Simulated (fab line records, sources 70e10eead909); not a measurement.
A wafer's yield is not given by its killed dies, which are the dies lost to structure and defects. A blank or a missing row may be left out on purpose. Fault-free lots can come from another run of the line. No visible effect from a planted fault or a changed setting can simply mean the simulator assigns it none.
The tool behind it: which one? | flow nand-harc | 34 wafers from 12 lots sampled at 5 of the route's 1302 steps

== WHAT THE GAUGES READ, wafer by wafer ==
NHARC_A_SLIT_CD_MEAS_09 targets a cd of 300 nm. Usual: cd-nm at 300.0 nm, with a standard deviation of 0.56.
lot  | measured     | on        | cd-nm (nm)        | flag
L411 | day 19 17:10 | cd-sem-03 | 298.1 299.6 299.0 |
L413 | day 20 07:22 | cd-sem-03 | 299.8 299.4 300.0 |
L415 | day 21 00:19 | cd-sem-01 | 299.4 299.5 300.4 |
L416 | day 21 10:58 | cd-sem-01 | 300.6 300.5 300.8 |
L420 | day 23 16:40 | cd-sem-02 | 300.6 300.0 300.9 |
L421 | day 24 00:05 | cd-sem-03 | 299.8 300.9 299.6 |
L422 | day 24 08:23 | cd-sem-01 | 299.6 300.4       |
L426 | day 26 06:02 | cd-sem-03 | 300.6 300.0       |
L431 | day 27 15:12 | cd-sem-03 | 300.2 300.4 300.3 |
L430 | day 27 15:14 | cd-sem-01 | 298.9 299.2 299.4 |
L434 | day 29 13:10 | cd-sem-01 | 299.2 299.6 299.7 |
L433 | day 29 20:09 | cd-sem-01 | 299.3 299.2 300.0 |

NHARC_END_SORT_01. Usual: killed-at-array 64, standard deviation 16; killed-at-other 1.0, standard deviation 1.1; killed-at-periphery 3.5, standard deviation 2.3; killed-dies 69, standard deviation 17; killed-open 3.2, standard deviation 1.6; killed-short 2.4, standard deviation 1.6.
lot  | measured     | on        | killed-at-array | killed-at-other | killed-at-periphery | killed-dies | killed-open | killed-short | flag
L422 | day 29 03:59 | prober-01 | 644 49          | 1 2             | 2 0                 | 647 51      | 3 4         | 4 3          | OFF
L426 | day 31 05:57 | prober-01 | 665 51          | 0 1             | 3 4                 | 668 56      | 1 3         | 1 3          | OFF

== WHICH TOOL RAN EACH LOT (tool, then ch and the chambers of the sampled wafers, then the start) ==
lot  | NHARC_A_SLIT_ETCH_24               | NHARC_A_SLIT_ETCH_15                        | NHARC_A_SLIT_STRIP_18
L411 | rie-diel-10 ch 1,2,3, day 19 17:26 | rie-diel-10 ch 0,2, no start                | rie-diel-03 ch 1,3, no start
L413 | rie-diel-01 ch 0,2,3, day 20 07:41 | rie-diel-01 ch 0,3, no start                | rie-diel-10 ch 0,2,3, no start
L415 | rie-diel-10 ch 1,2,3, day 21 00:35 | rie-diel-10 ch 0,1,3, no start              | rie-diel-10 ch 0,2,3, no start
L416 | rie-diel-03 ch 0,2,3, day 21 11:14 | rie-diel-03 ch 0,2,3, no start              | rie-diel-03 ch 1,3, no start
L420 | rie-diel-01 ch 2,3, day 23 16:56   | rie-diel-01 ch 0,1, no start                | rie-diel-01 ch 1,2, no start
L421 | rie-diel-03 ch 1,2,3, day 24 00:22 | rie-diel-03 ch 0,1,2, no start              | rie-diel-03 ch 1,2,3, no start
L422 | rie-diel-03 ch 0,3, day 24 08:40   | rie-diel-03 ch 2,3, day 29 03:59 or earlier | rie-diel-10 ch 0, day 29 03:59 or earlier
L426 | rie-diel-03 ch 0,2, day 26 06:19   | rie-diel-03 ch 2,3, day 26 14:26 or earlier | rie-diel-01 ch 1,3, day 26 14:26
L431 | rie-diel-10 ch 0,2,3, day 27 15:31 | rie-diel-10 ch 0,1,3, no start              | rie-diel-03 ch 1,2,3, no start
L430 | rie-diel-01 ch 2,3, day 27 15:34   | rie-diel-01 ch 2,3, day 27 15:54            | rie-diel-01 ch 0,2, no start
L434 | rie-diel-10 ch 0,2,3, day 29 13:26 | rie-diel-10 ch 2,3, no start                | rie-diel-10 ch 0,1,2, no start
L433 | rie-diel-10 ch 0,3, day 29 20:25   | rie-diel-10 ch 0,1,2, no start              | rie-diel-10 ch 0,1,3, no start
- NHARC_A_SLIT_ETCH_24: etches the open film in CF4/CHF3, target depth 121 nm, time 60.5 s.
- NHARC_A_SLIT_ETCH_15: etches the open film in O2/COS, target depth 6200 nm, time 1612 s.
- NHARC_A_SLIT_STRIP_18: strips in O2.

== WHAT THE TOOLS THEMSELVES READ (means of the sampled wafers that have a number; where no wafer has one, the mark that the record gives instead) ==
NHARC_A_SLIT_ETCH_24. Usual: drypump-motor-current-A 5.6 A, standard deviation 0.41; oes-product-au 0.964 a.u., standard deviation 0.016; rf-vpp-V 370.5 V, standard deviation 2.3; run-length-s 82.0 s, standard deviation 0.39; showerhead-plenum-p-Torr 1.57 Torr, standard deviation 0.064; throttle-valve-pct 16.803 %, standard deviation 0.0082.
lot  | tool        | drypump-motor-current-A (A) | oes-product-au (a.u.) | rf-vpp-V (V) | run-length-s (s) | showerhead-plenum-p-Torr (Torr) | throttle-valve-pct (%) | flag
L411 | rie-diel-10 | 5.7                         | 0.978                 | 368.9        | 82.0             | 1.52                            | 16.803                 |
L413 | rie-diel-01 | 5.7                         | 0.940                 | 370.4        | 82.1             | 1.58                            | 16.807                 |
L415 | rie-diel-10 | 5.6                         | 0.957                 | 369.6        | 81.9             | 1.52                            | 16.804                 |
L416 | rie-diel-03 | 5.5                         | 0.985                 | 371.2        | 82.1             | 1.60                            | 16.798                 |
L420 | rie-diel-01 | 5.7                         | 0.978                 | 369.6        | 82.2             | 1.54                            | 16.801                 |
L421 | rie-diel-03 | 5.4                         | 0.973                 | 372.1        | 81.9             | 1.61                            | 16.807                 |
L422 | rie-diel-03 | 5.8                         | 0.971                 | 371.2        | 75.2             | 1.60                            | 16.809                 | OFF
L426 | rie-diel-03 | 5.4                         | 0.974                 | 371.7        | 74.9             | 1.62                            | 16.802                 | OFF
L431 | rie-diel-10 | 5.7                         | 0.952                 | 370.5        | 82.1             | 1.57                            | 16.794                 |
L430 | rie-diel-01 | 5.2                         | 0.965                 | 370.9        | 82.2             | 1.59                            | 16.799                 |
L434 | rie-diel-10 | 5.7                         | 0.970                 | 371.1        | 82.1             | 1.57                            | 16.799                 |
L433 | rie-diel-10 | 5.8                         | 0.969                 | 370.5        | 81.8             | 1.56                            | 16.804                 |

NHARC_A_SLIT_ETCH_15. Usual: for drypump-motor-current-A, 5.6 A with a standard deviation of 0.4; for o2-flow-sccm, 400.0 sccm with a standard deviation of 1.2; for oes-product-au, 1.005 a.u. with a standard deviation of 0.0093; for rf-vpp-V, 314.0 V with a standard deviation of 1.9; for run-length-s, 1633.4 s with a standard deviation of 0.39; for showerhead-plenum-p-Torr, 3.12 Torr with a standard deviation of 0.12; for throttle-valve-pct, 28.329 % with a standard deviation of 0.0087.
lot  | tool        | drypump-motor-current-A (A) | o2-flow-sccm (sccm) | oes-product-au (a.u.) | rf-vpp-V (V) | run-length-s (s) | showerhead-plenum-p-Torr (Torr) | throttle-valve-pct (%) | flag
L411 | rie-diel-10 | 5.8                         | 401.9               | 1.010                 | 314.5        | 1633.4           | 3.19                            | 28.320                 |
L413 | rie-diel-01 | 5.2                         | 399.4               | 1.006                 | 315.6        | 1633.6           | 3.23                            | 28.325                 |
L415 | rie-diel-10 | 5.8                         | 399.3               | 1.003                 | 314.2        | 1633.1           | 3.08                            | 28.322                 |
L416 | rie-diel-03 | 5.5                         | 399.7               | 1.014                 | 315.2        | 1633.6           | 3.17                            | 28.330                 |
L420 | rie-diel-01 | 5.8                         | 399.7               | 1.001                 | 313.0        | 1633.2           | 3.02                            | 28.326                 |
L421 | rie-diel-03 | 5.5                         | 399.9               | 0.996                 | 315.0        | 1633.2           | 3.24                            | 28.330                 |
L422 | rie-diel-03 | 5.3                         | 400.5               | 1.006                 | 314.1        | 1633.5           | 3.13                            | 28.333                 |
L426 | rie-diel-03 | 5.3                         | 401.4               | 1.006                 | 314.3        | 1633.5           | 3.13                            | 28.337                 |
L431 | rie-diel-10 | 5.8                         | 399.0               | 1.008                 | 313.4        | 1633.5           | 3.08                            | 28.327                 |
L430 | rie-diel-01 | 5.7                         | 399.4               | 1.008                 | 313.0        | 1633.5           | 3.06                            | 28.327                 |
L434 | rie-diel-10 | 5.6                         | 401.0               | 1.013                 | 313.2        | 1633.4           | 3.06                            | 28.329                 |
L433 | rie-diel-10 | 5.7                         | 399.5               | 0.995                 | 313.9        | 1633.5           | 3.10                            | 28.328                 |

NHARC_A_SLIT_STRIP_18. Usual: drypump-motor-current-A 5.6 A, standard deviation 0.37; o2-flow-sccm 499.8 sccm, standard deviation 1.4; oes-product-au 1.005 a.u., standard deviation 0.01; rf-vpp-V 57.8 V, standard deviation 0.93; showerhead-plenum-p-Torr 3.53 Torr, standard deviation 0.13; throttle-valve-pct 17.038 %, standard deviation 0.0087.
lot  | tool        | drypump-motor-current-A (A) | o2-flow-sccm (sccm) | oes-product-au (a.u.) | rf-vpp-V (V) | showerhead-plenum-p-Torr (Torr) | throttle-valve-pct (%) | flag
L411 | rie-diel-03 | 5.7                         | 500.1               | 1.004                 | 57.9         | 3.58                            | 17.035                 |
L413 | rie-diel-10 | 5.7                         | 499.7               | 1.012                 | 57.5         | 3.52                            | 17.043                 |
L415 | rie-diel-10 | 5.7                         | 499.9               | 1.016                 | 58.4         | 3.52                            | 17.028                 |
L416 | rie-diel-03 | 5.7                         | 499.1               | 1.009                 | 58.5         | 3.58                            | 17.036                 |
L420 | rie-diel-01 | 5.8                         | 499.8               | 1.003                 | 57.0         | 3.33                            | 17.041                 |
L421 | rie-diel-03 | 5.4                         | 500.0               | 1.007                 | 57.6         | 3.60                            | 17.031                 |
L422 | rie-diel-10 | 5.9                         | 499.2               | 0.990                 | 57.6         | 3.66                            | 17.038                 |
L426 | rie-diel-01 | 5.2                         | 499.3               | 1.008                 | 57.9         | 3.50                            | 17.051                 |
L431 | rie-diel-03 | 5.4                         | 498.9               | 1.000                 | 57.7         | 3.60                            | 17.034                 |
L430 | rie-diel-01 | 6.1                         | 499.7               | 1.003                 | 57.5         | 3.51                            | 17.037                 |
L434 | rie-diel-10 | 5.7                         | 499.9               | 0.997                 | 57.2         | 3.50                            | 17.029                 |
L433 | rie-diel-10 | 5.8                         | 499.1               | 1.000                 | 57.8         | 3.48                            | 17.037                 |

== THE ANSWER, worked out from the rows above alone ==
Rule: a lot is off if the mean of its wafers that have a number lies more than 3 standard deviations from the usual mean. Also off: a lot with no number at a reading for which 4 or more lots have one. Any other lot the step has rows for is counted as sound. Order of review: gauges by route order, followed by the tools' own readings, for which a lot's mean as printed above is used. At the first step where some lot is off, the reading lying furthest off is the one used; lots without a number count as furthest.
Off, at NHARC_END_SORT_01 on killed-at-array: L422, L426. Neither off nor sound, because the step has no rows for them: L411, L413, L415, L416, L420, L421, L431, L430, L434, L433.
A tool fits if, at a process step before that reading, it ran every lot that is off, and no sound lot after the first of them. The gauges at NHARC_END_SORT_01 aren't tried: what is off there is off at NHARC_A_SLIT_ETCH_24 too, on other tools, and a gauge's error can't cause that. NHARC_A_SLIT_ETCH_15 gives no start for some lots, so the hours and the order of its lots are those of NHARC_END_SORT_01. NHARC_A_SLIT_STRIP_18 gives no start for some lots, so the hours and the order of its lots are those of NHARC_END_SORT_01. One fits: rie-diel-03 at NHARC_A_SLIT_ETCH_24 and NHARC_A_SLIT_ETCH_15. It ran no sound lot before its first lot that is off in this sample, so the start can't be narrowed down.

== WHAT HAD BEEN PUT IN BY THE SIMULATOR ==
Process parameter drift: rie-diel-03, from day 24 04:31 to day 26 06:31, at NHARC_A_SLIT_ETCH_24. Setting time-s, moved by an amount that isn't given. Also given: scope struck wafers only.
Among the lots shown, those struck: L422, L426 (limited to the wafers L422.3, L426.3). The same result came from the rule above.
